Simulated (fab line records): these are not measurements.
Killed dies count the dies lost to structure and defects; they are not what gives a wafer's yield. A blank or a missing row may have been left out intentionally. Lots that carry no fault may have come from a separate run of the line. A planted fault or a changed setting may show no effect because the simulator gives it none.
A single fault, viewed from 2 desks ; flow nand_harc ; each desk has only its own numbers; what lay behind them comes last

== THE METROLOGY DESK ==
Means of the sampled wafers that have a number, per lot and without regard to the tool the lot ran on: this is what the gauges read. A lot is out of limits, marked OUT, if its mean lies more than 4 standard deviations from the usual mean; the brackets give that distance.
Columns: A = thk_nm at NHARC_A_SOURCE_PLATE_THK_MEAS_06, usual 199.0 nm; B = thk_nm at NHARC_A_ONON_D1_THK_MEAS_05, usual 999 nm
lot;first seen here;A;B
L660;day 8 10:17;198.8;989
L662;day 8 22:59;198.6;993
L663;day 9 05:36;200.0;1002
L665;day 10 06:19;196.0;993
L666;day 10 11:51;197.4;991
L670;day 12 06:27;202.2;668 (-48) OUT
L672;day 13 02:25;198.3;665 (-48) OUT
L676;day 14 22:19;199.3;996
L677;day 15 08:13;193.9;988
L678;day 16 02:41;199.9;997
L679;day 16 02:41;199.7;1000
L680;day 16 20:37;198.3;997
L681;day 17 04:39;200.5;1013
L682;day 17 15:52;202.8;1007
Finding of this desk: L670, L672 out of limits; the first was L670 at day 12 07:40, on thk_nm at NHARC_A_ONON_D1_THK_MEAS_05. L660, L662, L663, L665, L666, L676, L677, L678, L679, L680, L681, L682: within limits.

== THE DEFECT DESK ==
Per lot, the means of the sampled wafers with a number show what the inspections along the route counted. A lot is out of limits, marked OUT, if its mean lies more than 4 standard deviations from the usual mean; the brackets give that distance.
Columns: A = raw_defect_count at NHARC_A_ZERO_WELL_INSPECT_17, usual 9
lot;first seen here;A
L660;day 7 14:20;6
L662;day 8 02:40;11
L663;day 8 09:14;8
L665;day 9 10:21;12
L666;day 9 15:38;17
L670;day 11 09:07;6
L672;day 12 05:11;9
L676;day 14 02:17;14
L677;day 14 11:45;12
L679;day 15 04:23;7
L678;day 15 05:15;7
L680;day 16 00:41;7
L681;day 16 07:10;6
L682;day 16 19:46;10
This desk found nothing out of limits on any of the 14 lots.

== PUT TOGETHER ==
Metrology desk: alarm possible at day 12 07:40 on L670, L672.
Nothing the defect desk looked at was out of limits.
The defect desk has L670, L672 on record, within its limits.
NHARC_A_ONON_D1_DEP_03 was run on pecvd_onon-04 by each of the lots named.

== WHAT THE SIMULATOR PUT IN ==
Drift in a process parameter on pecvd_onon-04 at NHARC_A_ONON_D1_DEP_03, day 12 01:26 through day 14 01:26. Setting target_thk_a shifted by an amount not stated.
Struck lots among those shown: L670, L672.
Hours from the fault's start to each desk's first reading out of limits: the metrology desk, 6.
